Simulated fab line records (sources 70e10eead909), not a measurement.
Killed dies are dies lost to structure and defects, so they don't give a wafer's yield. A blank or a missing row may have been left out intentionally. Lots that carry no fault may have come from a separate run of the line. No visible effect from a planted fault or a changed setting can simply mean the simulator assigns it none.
Chamber matching ; flow nand harc ; rie diel-07 running NHARC_A_CHANNEL_FILL_D1_STRIP_28: 4 sister chambers
The step strips in O2, time 20 s. 8 wafers are shown with their chamber, then 7 later ones without.

## WAFERS PAIRED WITH THEIR CHAMBERS
wafer;chamber;drypump motor current A (A);oes product au (a.u.)
L836.2;1;5.8;1.005
L843.2;1;5.8;1.010
L843.6;2;6.5;1.000
L846.1;0;6.0;0.994
L846.3;2;6.5;0.998
L846.5;3;6.2;1.015
L849.1;0;6.0;0.998
L849.4;3;6.3;1.005

## WAFERS WITH NO CHAMBER GIVEN
wafer;drypump motor current A (A);oes product au (a.u.)
L849.5;6.5;0.993
L852.2;5.8;1.009
L852.3;6.3;1.010
L852.4;6.6;0.995
L853.3;6.5;0.997
L853.5;6.3;1.004
L853.6;6.5;0.988

## CHAMBER TAKEN BY EACH
wafer;from the rows above;in truth
L849.5;2;2
L852.2;1;1
L852.3;3;3
L852.4;2;2
L853.3;2;2
L853.5;3;3
L853.6;2;2
Placed correctly: 7 of 7. Can't be placed from these rows: 0. Placed wrongly: 0.
How it was worked out, from the rows above alone: a wafer's distance from a chamber is the root of the sum, over the readings, of the square of ((its reading less the chamber's mean) divided by the reading's scatter). The wafer belongs to the nearest chamber; if the next one is less than 2 further off, it can't be placed. Each chamber's mean is taken over the wafers shown for it. The scatter: take each reading less its chamber's mean, square it, sum over the shown wafers, divide by the number of wafers less the number of chambers, and take the root.
